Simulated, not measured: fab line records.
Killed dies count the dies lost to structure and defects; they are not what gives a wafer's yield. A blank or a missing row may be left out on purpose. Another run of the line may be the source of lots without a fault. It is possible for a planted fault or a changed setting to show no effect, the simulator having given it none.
Matching of chambers :: flow n5Finfet :: N5_BEOL_M4_ILD_DEP_00 on pecvd-02 has 3 sister chambers
The step deposits SiOC from DEMS/O2, target thk 79 nm, time 15.3 s. 6 wafers are shown with their chamber, then 7 later ones without.

== EACH WAFER AND ITS CHAMBER ==
wafer: L081.4
chamber: 2
heaterPowerW (W): 546
throttleValvePct (%): 11.7

wafer: L081.6
chamber: 1
heaterPowerW (W): 601
throttleValvePct (%): 11.9

wafer: L084.5
chamber: 2
heaterPowerW (W): 526
throttleValvePct (%): 11.7

wafer: L084.6
chamber: 0
heaterPowerW (W): 382
throttleValvePct (%): 11.1

wafer: L086.1
chamber: 0
heaterPowerW (W): 358
throttleValvePct (%): 11.2

wafer: L086.3
chamber: 1
heaterPowerW (W): 641
throttleValvePct (%): 12.0

== WAFERS WITH NO CHAMBER GIVEN ==
wafer: L086.5
heaterPowerW (W): 364
throttleValvePct (%): 10.8

wafer: L089.4
heaterPowerW (W): 558
throttleValvePct (%): 12.1

wafer: L089.5
heaterPowerW (W): 445
throttleValvePct (%): 11.1

wafer: L089.6
heaterPowerW (W): 486
throttleValvePct (%): 11.8

wafer: L093.2
heaterPowerW (W): 658
throttleValvePct (%): 12.3

wafer: L093.5
heaterPowerW (W): 407
throttleValvePct (%): 10.9

wafer: L093.6
heaterPowerW (W): 470
throttleValvePct (%): 11.9

== EACH ONE'S CHAMBER ==
wafer: L086.5
from the rows above: 0
in truth: 0

wafer: L089.4
from the rows above: 1
in truth: 1

wafer: L089.5
from the rows above: 0
in truth: 0

wafer: L089.6
from the rows above: 2
in truth: 2

wafer: L093.2
from the rows above: 1
in truth: 1

wafer: L093.5
from the rows above: 0
in truth: 0

wafer: L093.6
from the rows above: 2
in truth: 2
Correct placement for 7 of the 7. Not placeable from these rows: 0. Placed wrongly: 0.
How it was worked out, from the rows above alone: a wafer's distance from a chamber is the root of the sum, over the readings, of the square of ((its reading less the chamber's mean) divided by the reading's scatter). The wafer belongs to the nearest chamber; if the next one is less than 2 further off, it can't be placed. A chamber's mean is the mean of its shown wafers. How the scatter is found: for the shown wafers, subtract from each reading the mean of its chamber, square and add these, divide the total by (wafers less chambers), then take the root.
